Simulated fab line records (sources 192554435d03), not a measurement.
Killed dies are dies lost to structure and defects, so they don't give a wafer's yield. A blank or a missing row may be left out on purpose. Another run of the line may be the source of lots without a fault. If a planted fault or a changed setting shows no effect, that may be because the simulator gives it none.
fab line records    flow n5_finfet
[record] lots = 13  wafers = 37  last_day = 20
route steps=1938 shown MOL_CONTACT_COAG@544 PASSIVATION@1909
lots untouched by any fault: they come from a run of this same line in which no faults occurred
start_h: hours from the record's first day to the start of the lot's first wafer shown    wait_h: hours from the lot's prior step to this one    " repeats the value in the row above    L1.1+2: one row covering several wafers at once    - either no value or no given start    * or withheld: withheld    < > ~ a bound
route shown NAME@n: names a module that has steps shown in the file, with the first one's number in the route    usual: mean/standard deviation of fault-free wafers    same: alike in all rows    chamber/n: place in a boat    sites: each site's reading    _std_site: standard deviation of those values    _edge_site: the outer-site mean with the inner-site mean subtracted    radius_mm: for every site, how far away it sits from the centre of the wafer    mask NAME#n: copy n    behind: tool/chamber where the wafer was last shaped    hold: reason for holding the lot/hours on hold/outcome of the hold    device: transistor that didn't switch, given as n, p or np    end of line: the same wafers' tests at the end of the route    a step without rows: its recipe alone    killed: count of dies lost to structure and defects at first sort (not the wafer's yield)    map: the dies of a wafer, with x for killed, . for not killed, _ for no die there
set.NAME: the setting as run; set.NAME@STEP: as run at that earlier step    model.NAME: the simulator's own value behind a step, which no gauge read
steps of the route over a sample of lots; a table a step, a row a wafer
services: a tool's chamber out of use, with start hour (start_h, from the record's first day; less than 0 if before it), hours out, and reason
[[steps]]
[step N5_MOL_CONTACT_COAG_ALD_20]
[recipe] material = TiN  target_thk_a = 15  temp_c = 400  ald_precursor_family = TiCl4  ald_co_reactant = NH3  pulse_time_s = 1  purge_time_s = 3  co_reactant_purge_time_s = 2  co_reactant_pulse_time_s = 2  ald_cycles = 68  pressure_torr = 3
[usual] chamber_pressure_Torr = 3.000/0.006  heater_power_w = 891/77  precursor_pulse_height_rel = 1.000/0.019
[same] co_reactant_purge_time_s = 2
lot.wafer  tool          chamber  start_h  wait_h  chamber_pressure_Torr  heater_power_w  precursor_pulse_height_rel
L220.2     ald_metal-02  0        90.29    0.1     2.990                  922             1.013
L220.3     "             2        "        "       2.998                  977             1.013
L220.5     "             1        "        "       3.000                  908             0.973
L221.3     ald_metal-04  0        101.26   0.1     2.989                  712             0.988
L221.5     "             2        "        "       3.006                  890             0.973
L221.6     "             3        "        "       2.995                  858             0.961
L222.4     ald_metal-02  2        105.58   0.1     3.001                  970             0.996
L222.5     "             2        "        "       2.999                  974             1.016
L223.1     ald_metal-02  1        111.62   0.1     3.003                  891             1.018
L223.4     "             0        "        "       3.002                  909             0.998
L223.5     "             3        "        "       2.994                  881             1.017
L224.1     ald_metal-03  1        111.82   0.1     3.003                  852             0.967
L224.3     "             0        "        "       2.992                  826             1.027
L224.6     "             1        "        "       2.996                  862             0.998
L225.1     ald_metal-02  2        119.41   0.1     3.007                  984             0.963
L225.4     "             1        "        "       2.998                  921             0.945
L225.6     "             1        "        "       2.990                  885             0.970
L228.2     ald_metal-03  2        135.49   0.1     3.006                  1017            0.997
L228.4     "             1        "        "       2.993                  856             0.988
L228.5     "             2        "        "       3.005                  1002            0.990
L229.2     ald_metal-04  3        147.29   0.1     3.013                  854             0.966
L229.6     "             3        "        "       3.006                  896             1.007
L233.1     ald_metal-04  0        166.25   0.1     2.992                  738             1.003
L233.2     "             1        "        "       3.009                  1031            0.981
L233.4     "             2        "        "       3.004                  919             0.996
L234.1     ald_metal-04  1        172.47   0.1     3.011                  995             0.992
L234.2     "             0        "        "       3.003                  724             1.002
L234.6     "             0        "        "       3.009                  756             1.007
L235.1     ald_metal-04  1        181.96   0.1     3.014                  967             1.010
L235.2     "             0        "        "       3.005                  734             1.024
L235.6     "             1        "        "       3.001                  979             1.012
L242.2     ald_metal-03  3        225.07   0.1     3.007                  882             1.009
L242.3     "             1        "        "       2.995                  853             1.026
L242.4     "             2        "        "       2.994                  1014            0.998
L243.1     ald_metal-02  3        232.25   0.1     2.997                  885             0.970
L243.4     "             2        "        "       2.995                  948             1.039
L243.6     "             1        "        "       3.003                  903             0.993
[step N5_PASSIVATION_AL_ETCH_33]
[recipe] chemistry = Cl2/BCl3  target_depth_a = 28000  over_etch_frac = 0.15  Cl2_flow_sccm = 180  bcl3_flow_sccm = 60  target = Al  stop_on = TaN  time_s = 466.7  ion_energy_ev = 100  pressure_mtorr = 10  icp_w = 900  bias_w = 100
[usual] drypump_motor_current_A = 5.68/0.15  he_backside_leak_sccm = 3.30/0.26  oes_product_au = 0.76/0.048  throttle_valve_pct = 34.50/0.27
lot.wafer  tool          chamber  start_h  wait_h  drypump_motor_current_A  he_backside_leak_sccm  oes_product_au  rf_hours_counter_h  throttle_valve_pct
L220.2     rie_metal-01  0        296.33   0.1     5.75                     3.03                   0.77            18                  34.68
L220.3     "             1        "        "       5.82                     3.27                   0.77            -                   34.85
L220.5     "             0        "        "       5.71                     2.99                   0.78            -                   34.66
L221.3     rie_metal-02  1        314.23   0.2     5.30                     3.47                   0.72            -                   34.31
L221.5     "             1        "        "       5.34                     3.55                   0.73            -                   34.28
L221.6     "             0        "        "       5.64                     4.84                   0.71            -                   33.99
L224.1     rie_metal-01  1        327.17   0.1     5.86                     3.11                   0.76            18                  34.83
L224.3     "             1        "        "       5.84                     3.21                   0.77            -                   34.77
L224.6     "             1        "        "       5.88                     3.09                   0.76            -                   34.80
L223.1     rie_metal-02  0        332.31   0.1     5.66                     3.69                   0.71            47                  34.01
L223.4     "             1        "        "       5.37                     3.63                   0.73            -                   34.28
L223.5     "             0        "        "       5.66                     3.32                   0.71            -                   33.98
L222.4     rie_metal-03  0        333.60   0.2     5.73                     3.22                   0.86            -                   34.44
L222.5     "             0        "        "       5.70                     3.32                   0.88            -                   34.45
L225.1     rie_metal-03  0        339.18   0.1     5.72                     3.31                   0.87            3                   34.39
L225.4     "             0        "        "       5.71                     3.31                   0.86            -                   34.42
L225.6     "             1        "        "       5.78                     3.29                   0.78            -                   34.70
L229.2     rie_metal-02  1        342.53   0.1     5.38                     3.22                   0.71            41                  34.31
L229.6     "             0        "        "       5.65                     3.39                   0.70            -                   34.01
L228.2     rie_metal-03  0        343.25   0.1     5.70                     3.35                   0.86            4                   34.42
L228.4     "             0        "        "       5.70                     3.30                   0.85            -                   34.46
L228.5     "             0        "        "       5.70                     3.45                   0.84            -                   34.47
L235.1     rie_metal-02  1        394.24   0.1     5.33                     3.33                   0.72            45                  34.28
L235.2     "             0        "        "       5.64                     3.20                   0.69            53                  34.01
L235.6     "             0        "        "       5.66                     3.39                   0.70            -                   33.99
L234.1     rie_metal-03  1        394.78   0.1     5.77                     3.25                   0.76            20                  34.72
L234.2     "             0        "        "       5.72                     3.22                   0.82            8                   34.42
L234.6     "             0        "        "       5.72                     3.30                   0.83            -                   34.41
L233.1     rie_metal-01  0        396.25   0.1     5.74                     3.04                   0.75            27                  34.63
L233.2     "             1        "        "       5.87                     3.13                   0.75            24                  34.82
L233.4     "             0        "        "       5.72                     3.11                   0.74            -                   34.65
L243.1     rie_metal-01  0        473.38   0.1     5.73                     3.06                   0.75            32                  34.58
L243.4     "             1        "        "       5.84                     3.32                   0.73            -                   34.80
L243.6     "             0        "        "       5.70                     3.03                   0.74            -                   34.61
L242.2     rie_metal-03  1        476.13   0.1     5.74                     3.43                   0.74            26                  34.77
L242.3     "             1        "        "       5.73                     3.48                   0.74            -                   34.71
L242.4     "             0        "        "       5.69                     3.31                   0.80            -                   34.43
[step N5_PASSIVATION_PECVD_35]
[recipe] material = SiNx  target_thk_a = 7000  temp_c = 400  precursor = SiH4/NH3/N2  pressure_torr = 4.9  rf_w = 1406  time_s = 151.3
[usual] chamber_pressure_Torr = 4.899/0.0097  heater_power_w = 422/120  showerhead_plenum_p_Torr = 8.70/0.072  throttle_valve_pct = 29.4/1.9
lot.wafer  tool      chamber  start_h  wait_h  chamber_pressure_Torr  heater_power_w  showerhead_plenum_p_Torr  throttle_valve_pct
L220.2     pecvd-04  1        297.49   0.1     4.901                  342             8.69                      35.6
L220.3     "         2        "        "       4.912                  494             8.52                      28.6
L220.5     "         2        "        "       4.905                  350             8.56                      28.6
L221.3     pecvd-01  2        315.23   0.1     4.877                  347             8.68                      27.9
L221.5     "         0        "        "       4.887                  262             8.63                      30.8
L221.6     "         2        "        "       4.883                  385             8.69                      28.2
L224.1     pecvd-02  0        328.30   0.1     4.894                  664             8.77                      29.6
L224.3     "         2        "        "       4.899                  419             8.74                      26.1
L224.6     "         0        "        "       4.895                  471             8.77                      29.8
L223.1     pecvd-02  1        333.49   0.1     4.902                  501             8.70                      30.2
L223.4     "         1        "        "       4.896                  513             8.67                      30.3
L223.5     "         2        "        "       4.904                  407             8.75                      26.2
L222.4     pecvd-01  1        334.75   0.1     4.910                  223             8.66                      29.4
L222.5     "         0        "        "       4.904                  267             8.67                      30.9
L225.1     pecvd-02  0        340.39   0.1     4.900                  651             8.78                      29.8
L225.4     "         0        "        "       4.886                  465             8.78                      30.0
L225.6     "         2        "        "       4.898                  413             8.75                      26.3
L229.2     pecvd-04  0        343.73   0.1     4.900                  350             8.83                      29.8
L229.6     "         1        "        "       4.915                  425             8.69                      35.7
L228.2     pecvd-01  1        344.46   0.1     4.910                  263             8.66                      29.5
L228.4     "         2        "        "       4.898                  461             8.68                      28.0
L228.5     "         0        "        "       4.883                  408             8.66                      30.7
L235.1     pecvd-02  2        395.37   0.1     4.892                  401             8.76                      26.4
L235.2     "         0        "        "       4.888                  626             8.77                      30.0
L235.6     "         1        "        "       4.914                  478             8.67                      30.2
L234.1     pecvd-01  2        395.91   0.1     4.882                  382             8.67                      28.2
L234.2     "         0        "        "       4.908                  374             8.65                      30.6
L234.6     "         0        "        "       4.904                  401             8.64                      30.6
L233.1     pecvd-04  0        397.58   0.1     4.897                  364             8.84                      30.0
L233.2     "         2        "        "       4.900                  476             8.51                      28.9
L233.4     "         2        "        "       4.913                  516             8.51                      29.2
L243.1     pecvd-01  0        474.51   0.1     4.884                  384             8.64                      30.6
L243.4     "         0        "        "       4.909                  417             8.65                      30.6
L243.6     "         2        "        "       4.890                  460             8.67                      28.2
L242.2     pecvd-01  2        477.26   0.1     4.880                  418             8.70                      28.4
L242.3     "         1        "        "       4.895                  252             8.66                      29.4
L242.4     "         0        "        "       4.916                  267             8.65                      30.7
[step N5_PASSIVATION_PROBE_49]
[usual] killed_at_M0_to_M3 = 36/10  killed_at_M4_up = 14/5.2  killed_at_contacts = 12/6  killed_at_front_end = 37/10  killed_at_other = 4/3.3  killed_dies = 104/18  killed_on_rim = 14/4.1  killed_open = 68/14  killed_short = 34/7.4
[same] gross_dies = 1180  killed_at_back_side = 0
lot.wafer  tool       chamber  start_h  wait_h  killed_at_M0_to_M3  killed_at_M4_up  killed_at_contacts  killed_at_front_end  killed_at_other  killed_dies  killed_on_rim  killed_open  killed_short
L223.1     prober-01  -        337.20   0.0     33                  11               6                   38                   0                88           11             46           42
L223.4     prober-01  -        337.35   0.2     36                  19               2                   35                   2                94           15             60           30
L223.5     prober-01  -        337.40   0.2     37                  22               6                   30                   1                96           9              58           36
L222.4     prober-01  -        338.42   0.2     28                  8                6                   31                   6                79           10             53           26
L222.5     prober-01  -        338.47   0.2     18                  13               14                  16                   3                64           7              42           22
L229.2     prober-02  -        347.36   0.1     37                  15               11                  45                   3                111          17             79           29
L229.6     prober-02  -        347.56   0.3     30                  16               10                  38                   4                98           13             64           30
L235.1     prober-01  -        399.06   0.0     39                  14               67                  27                   34               181          58             67           22
L235.2     prober-01  -        399.11   0.1     49                  10               7                   40                   8                114          12             75           31
L235.6     prober-01  -        399.31   0.3     22                  11               65                  27                   3                128          30             45           20
L234.1     prober-01  -        400.51   0.0     40                  12               70                  61                   2                185          27             74           49
L234.2     prober-01  -        400.56   0.1     29                  12               7                   41                   2                91           7              55           36
L234.6     prober-01  -        400.76   0.3     44                  9                11                  52                   1                117          12             71           45
L243.4     prober-01  -        478.35   0.2     32                  16               13                  49                   6                116          20             72           43
L243.6     prober-01  -        478.45   0.3     41                  11               5                   36                   2                95           18             68           25
// killed by level:class
L223.1 STI_FIN_REVEAL:geometric_particle:open=10 BEOL_M3:geometric_particle:short=8 BEOL_M0_SAQP:geometric_particle:short=7 FIN_SAQP:geometric_particle:short=6 BEOL_M4:geometric_particle:open=6 MOL_CONTACT_COAG:geometric_particle:open=6 BEOL_M3:geometric_particle:open=5 BEOL_M2:geometric_particle:short=4
L223.4 BEOL_M4:geometric_particle:open=10 BEOL_M0_SAQP:geometric_particle:open=7 BEOL_M3:geometric_particle:open=7 BEOL_M1:geometric_particle:open=7 FIN_SAQP:geometric_particle:short=6 BEOL_M0_SAQP:geometric_particle:short=5 BEOL_M2:geometric_particle:open=5 STARTING-WAFER:geometric_particle:short=5
L223.5 BEOL_M4:geometric_particle:open=9 FIN_SAQP:geometric_particle:open=8 BEOL_M1:geometric_particle:open=8 FIN_SAQP:geometric_particle:short=7 BEOL_M2:geometric_particle:open=7 BEOL_M3:geometric_particle:short=6 STI_FIN_REVEAL:geometric_particle:open=5 MOL_CONTACT_COAG:geometric_particle:open=5
L222.4 BEOL_M2:geometric_particle:open=7 STI_FIN_REVEAL:geometric_particle:open=6 FIN_SAQP:geometric_particle:short=5 GATE_CUT:geometric_particle:short=5 MOL_CONTACT_COAG:geometric_particle:open=5 BEOL_M0_SAQP:geometric_particle:open=5 BEOL_M1:geometric_particle:open=5 FIN_SAQP:geometric_particle:open=3
L222.5 MOL_CONTACT_COAG:geometric_particle:open=12 GATE_CUT:geometric_particle:short=6 BEOL_M1:geometric_particle:open=5 FIN_SAQP:geometric_particle:open=4 BEOL_M0_SAQP:geometric_particle:short=4 BEOL_M4:geometric_particle:open=4 BEOL_M2:geometric_particle:open=3 BEOL_M7:geometric_particle:open=3
L229.2 STI_FIN_REVEAL:geometric_particle:open=16 BEOL_M3:geometric_particle:open=12 MOL_CONTACT_COAG:geometric_particle:open=10 FIN_SAQP:geometric_particle:short=7 BEOL_M2:geometric_particle:open=7 GATE_CUT:geometric_particle:short=5 BEOL_M1:geometric_particle:open=5 FIN_SAQP:geometric_particle:open=4
L229.6 FIN_SAQP:geometric_particle:open=10 STI_FIN_REVEAL:geometric_particle:open=7 MOL_CONTACT_COAG:geometric_particle:open=7 BEOL_M0_SAQP:geometric_particle:open=6 BEOL_M2:geometric_particle:open=6 BEOL_M3:geometric_particle:open=5 BEOL_M0_SAQP:geometric_particle:short=4 BEOL_M1:geometric_particle:open=4
L235.1 MOL_CONTACT_COAG:unspecified=61 PASSIVATION:area_etch=30 BEOL_M2:geometric_particle:open=12 BEOL_M3:geometric_particle:open=9 FIN_SAQP:geometric_particle:open=7 BEOL_M4:geometric_particle:open=7 STI_FIN_REVEAL:geometric_particle:open=6 BEOL_M0_SAQP:geometric_particle:short=5
L235.2 BEOL_M0_SAQP:geometric_particle:open=15 BEOL_M3:geometric_particle:open=11 BEOL_M0_SAQP:geometric_particle:short=8 HKMG_FIN:area_etch=8 MOL_CONTACT_COAG:geometric_particle:open=7 FIN_SAQP:geometric_particle:open=6 BEOL_M4:geometric_particle:open=6 STI_FIN_REVEAL:geometric_particle:open=5
L235.6 MOL_CONTACT_COAG:unspecified=62 BEOL_M0_SAQP:geometric_particle:open=7 BEOL_M3:geometric_particle:open=6 FIN_SAQP:geometric_particle:open=5 GATE_CUT:geometric_particle:short=5 STI_FIN_REVEAL:geometric_particle:open=4 BEOL_M0_SAQP:geometric_particle:short=4 BEOL_M4:geometric_particle:open=4
L234.1 MOL_CONTACT_COAG:unspecified=62 STI_FIN_REVEAL:geometric_particle:open=13 BEOL_M0_SAQP:geometric_particle:open=10 FIN_SAQP:geometric_particle:open=7 FIN_SAQP:geometric_particle:short=7 BEOL_M0_SAQP:geometric_particle:short=7 STI_FIN_REVEAL:geometric_particle:short=6 ILD0:geometric_particle:short=6
L234.2 FIN_SAQP:geometric_particle:open=9 BEOL_M1:geometric_particle:open=9 GATE_CUT:geometric_particle:short=7 MOL_CONTACT_COAG:geometric_particle:open=7 FIN_SAQP:geometric_particle:short=6 BEOL_M2:geometric_particle:open=5 BEOL_M1:geometric_particle:short=5 BEOL_M4:geometric_particle:open=5
L234.6 FIN_SAQP:geometric_particle:open=16 FIN_SAQP:geometric_particle:short=14 BEOL_M1:geometric_particle:open=14 BEOL_M0_SAQP:geometric_particle:short=9 DUMMY_GATE:geometric_particle:open=8 MOL_CONTACT_COAG:geometric_particle:open=7 BEOL_M2:geometric_particle:open=7 BEOL_M0_SAQP:geometric_particle:open=5
L243.4 STI_FIN_REVEAL:geometric_particle:open=23 BEOL_M0_SAQP:geometric_particle:short=10 MOL_CONTACT_COAG:geometric_particle:open=8 STI_FIN_REVEAL:geometric_particle:short=6 BEOL_M1:geometric_particle:open=6 GATE_CUT:geometric_particle:open=5 MOL_CONTACT_COAG:geometric_particle:short=5 FIN_SAQP:geometric_particle:short=4
L243.6 BEOL_M3:geometric_particle:open=11 BEOL_M2:geometric_particle:open=8 BEOL_M0_SAQP:geometric_particle:open=6 FIN_SAQP:geometric_particle:open=5 STI_FIN_REVEAL:geometric_particle:open=5 DUMMY_GATE:geometric_particle:open=5 GATE_CUT:geometric_particle:open=5 MOL_CONTACT_COAG:geometric_particle:open=5
[[services]]
tool          chamber  start_h  hours  kind
pecvd-01      -        67.91    6.0    pm
pecvd-02      0        79.29    4.8    repair
ald_metal-02  -        79.30    8.7    pm
rie_metal-01  1        91.64    9.4    repair
ald_metal-04  2        111.80   4.2    repair
rie_metal-03  0        134.70   7.3    repair
ald_metal-02  3        154.09   15.1   repair
ald_metal-04  -        187.06   0.8    repair
pecvd-01      -        194.92   1.3    repair
rie_metal-03  1        198.13   8.4    repair
rie_metal-03  -        256.49   1.2    repair
ald_metal-04  -        293.61   8.7    pm
pecvd-01      -        295.80   14.6   pm
ald_metal-02  -        337.25   14.0   pm
pecvd-01      1        366.46   4.7    repair
ald_metal-02  1        373.19   10.2   repair
ald_metal-02  -        380.68   0.9    repair
ald_metal-04  -        381.53   2.8    pm
ald_metal-02  -        411.51   28.1   pm
pecvd-01      -        413.47   2.8    pm
pecvd-01      -        423.46   1.5    repair
ald_metal-04  3        427.47   15.6   repair
rie_metal-03  -        462.95   1.3    repair
ald_metal-02  -        467.40   1.0    repair
[[key]]
[first_sign] step = N5_PASSIVATION_PROBE_49  reading = killed_at_contacts  direction = up  sigmas = 9.3  usual = 12  struck = 67
[effect] step = N5_PASSIVATION_PROBE_49  reading = killed_dies  direction = up  sigmas = 3.5  usual = 104  struck = 165
[more_kills_born_at] N5_MOL_CONTACT_COAG_ALD_20@ald_metal-04 = 185
met_at N5_MOL_CONTACT_COAG_ALD_20
struck_lots L234,L235
struck_wafers L234.1,L235.1,L235.6
tester_left_out L234,L235
[baseline_loss] step = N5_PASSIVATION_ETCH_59  wafers = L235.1
not_acting_at N5_PASSIVATION_AL_ETCH_33,N5_PASSIVATION_PECVD_35
onset_between 166.25 172.47
[fault] kind = chamber_particle_source  tool = ald_metal-04  chamber = 1  onset_h = 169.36  steps = N5_MOL_CONTACT_COAG_ALD_20  rate_per_visit_cm2 = 0.84494  end_h = 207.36
// tester_left_out: of these lots the tester's yield and bins aren't shown, on N5 and GAA mostly nor the transistor test; their killed dies are dies lost to structure and defects alone, not to doping, threshold or leakage, so they don't give the yield
// baseline_loss: these wafers lose ten dies or more at that step, a loss of the line's own and not of a fault; the sort's usual values leave them out
